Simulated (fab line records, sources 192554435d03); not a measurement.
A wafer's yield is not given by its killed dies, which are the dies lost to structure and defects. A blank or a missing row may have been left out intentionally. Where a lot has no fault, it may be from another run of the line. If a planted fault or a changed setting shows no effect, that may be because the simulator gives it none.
Chamber matching ; flow n5-finfet ; 4 sister chambers for N5_BEOL_M8_DESCUM_33 on rie-diel-06
The step chemistry O2, time 7 s. 8 wafers are shown with their chamber, then 8 later ones without.

WAFERS WITH THEIR CHAMBER
wafer;chamber;drypump-motor-current-A (A);showerhead-plenum-p-Torr (Torr)
L079.5;2;5.4;2.01
L081.2;3;6.6;2.11
L081.4;0;6.2;2.02
L081.5;1;4.9;2.02
L086.3;3;6.6;2.11
L086.4;1;4.8;2.01
L086.5;0;6.3;2.02
L091.1;2;5.4;2.00

WAFERS WITHOUT THEIR CHAMBER
wafer;drypump-motor-current-A (A);showerhead-plenum-p-Torr (Torr)
L091.2;6.6;2.10
L091.3;6.2;2.02
L093.2;4.8;2.01
L093.3;6.2;2.02
L093.4;5.5;2.00
L097.2;6.6;2.10
L097.4;5.4;2.00
L097.5;6.6;2.10

CHAMBER TAKEN BY EACH
wafer;from the rows above;in truth
L091.2;3;3
L091.3;0;0
L093.2;1;1
L093.3;0;0
L093.4;2;2
L097.2;3;3
L097.4;2;2
L097.5;3;3
Correct placement for 8 of the 8. Not placeable from these rows: 0. Wrongly placed: 0.
How it was worked out, from the rows above alone: a wafer's distance from a chamber is the root of the sum, over the readings, of the square of ((its reading less the chamber's mean) divided by the reading's scatter). If the next closest chamber is less than 2 further off than the closest, the wafer can't be placed; otherwise it belongs to the closest. Each chamber's mean is taken over the wafers shown for it. How the scatter is found: for the shown wafers, subtract from each reading the mean of its chamber, square and add these, divide the total by (wafers less chambers), then take the root.
